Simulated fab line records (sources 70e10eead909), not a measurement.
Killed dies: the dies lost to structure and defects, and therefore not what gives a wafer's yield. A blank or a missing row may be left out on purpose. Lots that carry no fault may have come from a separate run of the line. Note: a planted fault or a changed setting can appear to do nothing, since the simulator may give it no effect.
fab line records ; flow nand-harc ; part 2 of 2: steps 5 to 6 of 6
record lots=23; wafers=69; last-day=34
route steps=1302 shown A_STAIRCASE@677
lots that met no fault: taken from a fault-free run of the same line
start-h: hours from the record's first day to the start of the lot's first wafer shown ; wait-h: hours since the lot's step before ; " the same as in the row above ; L1.1+2: a row that stands for several wafers ; - either no value or no given start ; * or withheld: withheld ; < > ~ a bound
route shown NAME@n: names a module that has steps shown in the file, with the first one's number in the route ; usual: mean/standard deviation of fault-free wafers ; same: alike in all rows ; chamber/n: place in a boat ; sites: each site's reading ; _std_site: their standard deviation ; _edge_site: mean of outer sites minus mean of inner sites ; radius-mm: how far each site lies from the wafer's centre ; mask NAME#n: copy n ; behind: the last tool/chamber to shape the wafer ; hold: why the lot was held/for how many hours/how that ended ; device: the transistor (n, p or np) that didn't switch ; end of line: the same wafers' tests at the end of the route ; a step given without rows: its recipe and nothing more ; killed: dies lost to structure and defects at the first sort, not the wafer's yield ; map: per-die view of a wafer (x killed, . not killed, _ where there is no die)
set.NAME: the setting that was run; set.NAME@STEP: the one run at that earlier step ; model.NAME: the simulator's own value behind a step, which no gauge read
steps of the route over a sample of lots; a table a step, a row a wafer
services: from which hour (start-h, from the record's first day; less than 0 if before it) a tool's chamber was out of use, for how many hours, and why
## steps
# step NHARC_A_STAIRCASE_TRIM_235
# recipe time-s=211.2; o2-flow-sccm=500; ar-flow-sccm=0; bias-w=0; chemistry=O2
# usual drypump-motor-current-A=5.7/0.51; oes-product-au=1.004/0.011; rf-vpp-V=57.8/0.84; showerhead-plenum-p-Torr=3.56/0.15; throttle-valve-pct=17.037/0.0083
lot.wafer;tool;chamber;start-h;wait-h;drypump-motor-current-A;oes-product-au;rf-hours-counter-h;rf-vpp-V;showerhead-plenum-p-Torr;throttle-valve-pct
L074.2;rie-diel-09;3;-;-;6.0;1.017;9;56.4;3.29;17.039
L074.6;rie-diel-09;3;-;-;6.0;1.020;-;57.4;3.29;17.047
L074.5;rie-diel-09;0;-;-;4.9;1.007;-;58.3;3.53;17.045
L075.4;rie-diel-09;0;-;-;4.9;1.015;13;59.4;3.53;17.047
L075.3;rie-diel-09;2;-;-;6.2;1.003;13;57.8;3.51;17.033
L075.6;rie-diel-09;3;-;-;6.0;1.006;-;56.5;3.29;17.038
L076.4;rie-diel-06;0;-;-;5.8;0.996;23;57.5;3.55;17.027
L076.3;rie-diel-06;2;-;-;5.2;1.004;23;58.1;3.77;17.034
L076.6;rie-diel-06;0;-;-;5.8;1.000;-;57.2;3.55;17.026
L078.4;rie-diel-09;3;-;-;6.0;1.007;21;57.0;3.28;17.030
L078.1;rie-diel-09;2;-;-;6.2;1.001;21;58.3;3.50;17.035
L078.5;rie-diel-09;0;-;-;4.9;1.014;-;57.2;3.52;17.035
L077.3;rie-diel-06;2;-;-;5.2;0.992;26;58.5;3.77;17.041
L077.2;rie-diel-06;1;-;-;6.0;0.998;25;56.6;3.60;17.045
L077.5;rie-diel-06;2;-;-;5.2;0.987;-;57.3;3.77;17.033
L080.3;rie-diel-13;2;-;-;5.1;1.003;22;58.1;3.65;17.038
L080.5;rie-diel-13;0;-;-;5.1;0.994;-;58.2;3.73;17.020
L080.6;rie-diel-13;1;-;-;5.3;1.000;-;56.3;3.58;17.034
L079.2;rie-diel-09;0;-;-;4.9;1.004;28;56.5;3.52;17.036
L079.6;rie-diel-09;1;-;-;5.8;1.025;-;59.8;3.79;17.028
L079.5;rie-diel-09;3;-;-;6.0;0.996;-;57.2;3.28;17.036
L081.2;rie-diel-09;3;-;-;6.0;1.006;37;57.0;3.27;17.038
L081.3;rie-diel-09;0;-;-;5.0;1.010;36;57.7;3.52;17.042
L081.5;rie-diel-09;3;-;-;6.0;1.025;-;56.6;3.27;17.039
L082.1;rie-diel-09;0;-;-;4.9;1.010;39;58.1;3.51;17.051
L082.4;rie-diel-09;3;-;-;6.0;1.004;39;57.0;3.27;17.030
L082.6;rie-diel-09;1;-;-;5.8;1.027;-;58.4;3.79;17.055
L083.1;rie-diel-06;0;-;-;5.8;1.008;43;57.8;3.54;17.032
L083.6;rie-diel-06;3;-;-;6.5;1.005;-;58.3;3.45;17.046
L083.5;rie-diel-06;0;-;-;5.8;1.015;-;58.5;3.53;17.039
L084.1;rie-diel-09;2;-;-;6.2;0.995;41;58.8;3.49;17.032
L084.3;rie-diel-09;1;-;-;5.8;1.013;42;57.2;3.78;17.040
L084.5;rie-diel-09;2;-;-;6.2;1.004;-;57.2;3.49;17.023
L086.4;rie-diel-13;2;-;-;5.1;0.999;49;57.3;3.63;17.035
L086.3;rie-diel-13;0;-;-;5.1;0.992;49;58.9;3.72;17.042
L086.1;rie-diel-13;1;-;-;5.4;0.993;47;58.0;3.57;17.035
L085.2;rie-diel-06;0;-;-;5.8;1.008;48;57.0;3.53;17.035
L085.4;rie-diel-06;3;-;-;6.5;1.001;47;57.6;3.45;17.049
L085.6;rie-diel-06;0;-;-;5.8;0.996;-;57.8;3.53;17.033
L087.4;rie-diel-06;0;-;-;5.8;1.002;6;57.3;3.53;17.028
L087.2;rie-diel-06;1;-;-;6.0;1.005;8;58.2;3.58;17.047
L087.6;rie-diel-06;0;-;-;5.8;0.990;-;56.6;3.53;17.029
L088.1;rie-diel-09;0;-;-;4.9;0.993;2;57.2;3.51;17.044
L088.2;rie-diel-09;1;-;-;5.8;1.026;2;57.8;3.78;17.041
L088.5;rie-diel-09;0;-;-;4.9;0.986;-;57.6;3.51;17.046
L089.4;rie-diel-06;1;-;-;6.0;0.993;11;57.8;3.58;17.032
L089.6;rie-diel-06;0;-;-;5.8;1.003;-;58.4;3.53;17.044
L089.5;rie-diel-06;1;-;-;6.0;1.001;-;59.7;3.58;17.035
L090.4;rie-diel-09;2;-;-;6.2;1.002;6;55.6;3.48;17.037
L090.1;rie-diel-09;1;-;-;5.8;1.015;6;57.9;3.77;17.036
L090.5;rie-diel-09;3;-;-;6.0;1.018;-;57.8;3.80;17.033
L093.2;rie-diel-13;2;-;-;5.1;1.000;7;58.4;3.62;17.019
L093.3;rie-diel-13;3;-;-;6.4;0.993;7;57.7;3.33;17.023
L093.6;rie-diel-13;3;-;-;6.4;0.993;-;58.1;3.33;17.040
L091.4;rie-diel-13;1;-;-;5.3;0.991;4;57.2;3.56;17.049
L091.1;rie-diel-13;3;-;-;6.4;0.998;8;56.1;3.33;17.040
L091.5;rie-diel-13;2;-;-;5.1;1.000;-;56.7;3.62;17.033
L094.4;rie-diel-13;3;-;-;6.4;0.989;15;58.5;3.33;17.039
L094.5;rie-diel-13;1;-;-;5.4;0.993;-;57.3;3.55;17.052
L094.6;rie-diel-13;2;-;-;5.1;0.986;-;58.3;3.61;17.031
L095.2;rie-diel-06;1;-;-;6.0;1.000;27;58.2;3.57;17.038
L095.3;rie-diel-06;2;-;-;5.2;1.018;24;58.0;3.74;17.046
L095.6;rie-diel-06;1;-;-;6.0;1.004;-;56.9;3.57;17.028
L096.4;rie-diel-09;3;-;-;6.0;1.031;31;57.6;3.79;17.032
L096.3;rie-diel-09;0;-;-;4.9;1.006;28;58.7;3.49;17.048
L096.5;rie-diel-09;0;-;-;4.9;0.998;-;58.0;3.49;17.045
L097.3;rie-diel-13;2;-;-;5.1;0.991;22;58.4;3.61;17.033
L097.4;rie-diel-13;0;-;-;5.1;0.991;22;57.3;3.70;17.045
L097.6;rie-diel-13;3;-;-;6.4;0.997;-;57.8;3.32;17.041
# step NHARC_A_STAIRCASE_STRIP_254
# recipe power-w=1500; temp-c=250; chemistry=O2
# usual drypump-motor-current-A=5.6/0.58; heater-power-w=359/22
lot.wafer;tool;chamber;start-h;wait-h;drypump-motor-current-A;heater-power-w;rf-hours-counter-h
L074.2;plasma-asher-01;1;362.63;-;5.9;355;3
L074.6;plasma-asher-01;1;362.63;-;5.9;356;-
L074.5;plasma-asher-01;0;362.63;-;6.3;321;-
L075.3;plasma-asher-02;0;372.90;-;5.2;393;-
L075.4;plasma-asher-02;1;372.90;-;4.8;355;-
L075.6;plasma-asher-02;0;372.90;-;5.2;384;-
L076.4;plasma-asher-01;1;391.79;-;6.0;355;-
L076.3;plasma-asher-01;0;391.79;-;6.3;324;-
L076.6;plasma-asher-01;0;391.79;-;6.3;332;-
L078.1;plasma-asher-02;1;399.29;-;4.8;361;28
L078.4;plasma-asher-02;1;399.29;-;4.8;359;-
L078.5;plasma-asher-02;1;399.29;-;4.8;350;-
L077.2;plasma-asher-01;1;401.90;-;5.9;367;10
L077.3;plasma-asher-01;1;401.90;-;5.9;360;-
L077.5;plasma-asher-01;1;401.90;-;5.9;361;-
L080.3;plasma-asher-02;1;411.64;-;4.8;351;-
L080.5;plasma-asher-02;1;411.64;-;4.8;360;-
L080.6;plasma-asher-02;0;411.64;-;5.2;398;-
L079.2;plasma-asher-01;0;411.77;-;6.3;323;13
L079.5;plasma-asher-01;1;411.77;-;6.0;352;-
L079.6;plasma-asher-01;0;411.77;-;6.3;332;-
L081.2;plasma-asher-01;1;435.48;-;5.9;360;17
L081.3;plasma-asher-01;0;435.48;-;6.3;329;-
L081.5;plasma-asher-01;1;435.48;-;6.0;364;-
L082.1;plasma-asher-01;0;445.32;-;6.2;322;20
L082.4;plasma-asher-01;0;445.32;-;6.3;327;-
L082.6;plasma-asher-01;1;445.32;-;6.0;358;-
L083.1;plasma-asher-01;0;468.07;-;6.3;327;24
L083.6;plasma-asher-01;0;468.07;-;6.3;321;-
L083.5;plasma-asher-01;1;468.07;-;5.9;363;-
L084.1;plasma-asher-01;1;470.72;-;5.9;367;24
L084.3;plasma-asher-01;0;470.72;-;6.3;324;-
L084.5;plasma-asher-01;0;470.72;-;6.3;331;-
L086.1;plasma-asher-02;1;485.78;-;4.8;365;9
L086.3;plasma-asher-02;0;485.78;-;5.2;391;-
L086.4;plasma-asher-02;1;485.78;-;4.8;363;-
L085.2;plasma-asher-01;0;486.46;-;6.3;325;27
L085.4;plasma-asher-01;0;486.46;-;6.3;326;-
L085.6;plasma-asher-01;1;486.46;-;6.0;362;-
L087.2;plasma-asher-02;1;509.71;-;4.8;368;14
L087.4;plasma-asher-02;0;509.71;-;5.2;389;-
L087.6;plasma-asher-02;0;509.71;-;5.2;388;-
L088.1;plasma-asher-01;1;515.58;-;6.0;365;34
L088.2;plasma-asher-01;0;515.58;-;6.3;329;34
L088.5;plasma-asher-01;0;515.58;-;6.3;335;-
L089.4;plasma-asher-02;1;520.85;-;4.8;361;-
L089.5;plasma-asher-02;1;520.85;-;4.8;376;-
L089.6;plasma-asher-02;0;520.85;-;5.2;393;-
L090.1;plasma-asher-02;0;532.77;-;5.2;391;21
L090.4;plasma-asher-02;0;532.77;-;5.2;392;-
L090.5;plasma-asher-02;1;532.77;-;4.8;369;-
L093.2;plasma-asher-02;0;545.24;-;5.2;388;24
L093.3;plasma-asher-02;1;545.24;-;4.8;372;-
L093.6;plasma-asher-02;0;545.24;-;5.2;394;-
L091.1;plasma-asher-01;0;546.71;-;6.3;348;3
L091.4;plasma-asher-01;1;546.71;-;5.9;373;-
L091.5;plasma-asher-01;0;546.71;-;6.3;335;-
L094.4;plasma-asher-02;1;574.44;-;4.8;364;-
L094.6;plasma-asher-02;1;574.44;-;4.8;356;-
L094.5;plasma-asher-02;0;574.44;-;5.2;387;-
L095.2;plasma-asher-01;1;584.39;-;6.0;363;11
L095.3;plasma-asher-01;1;584.39;-;5.9;368;-
L095.6;plasma-asher-01;0;584.39;-;6.3;337;-
L096.3;plasma-asher-02;0;597.42;-;5.2;388;-
L096.4;plasma-asher-02;1;597.42;-;4.8;380;-
L096.5;plasma-asher-02;1;597.42;-;4.8;372;-
L097.4;plasma-asher-01;1;598.10;-;6.0;368;-
L097.3;plasma-asher-01;0;598.10;-;6.3;339;-
L097.6;plasma-asher-01;1;598.10;-;5.9;357;-
## services
tool;chamber;start-h;hours;kind
rie-diel-13;2;330.57;2.8;repair
rie-diel-06;0;341.39;-;clean
rie-diel-06;1;341.39;-;clean
rie-diel-06;2;341.39;-;clean
rie-diel-06;3;341.39;-;clean
plasma-asher-01;-;342.29;9.0;pm
rie-diel-13;-;343.51;9.0;pm
rie-diel-06;0;365.94;-;clean
rie-diel-06;1;365.94;-;clean
rie-diel-09;2;403.14;7.8;repair
rie-diel-06;3;422.45;7.5;repair
rie-diel-06;-;425.03;0.3;repair
rie-diel-09;2;427.96;6.4;repair
plasma-asher-02;-;428.22;9.0;pm
rie-diel-13;3;438.47;4.7;repair
rie-diel-06;2;442.72;2.9;repair
rie-diel-09;0;459.93;16.0;repair
plasma-asher-01;-;464.66;0.5;repair
rie-diel-13;-;478.05;0.4;repair
rie-diel-06;-;484.85;9.0;pm
rie-diel-09;-;497.23;9.0;pm
plasma-asher-01;-;519.29;9.0;pm
rie-diel-13;1;534.71;5.6;repair
plasma-asher-02;-;547.20;2.0;repair
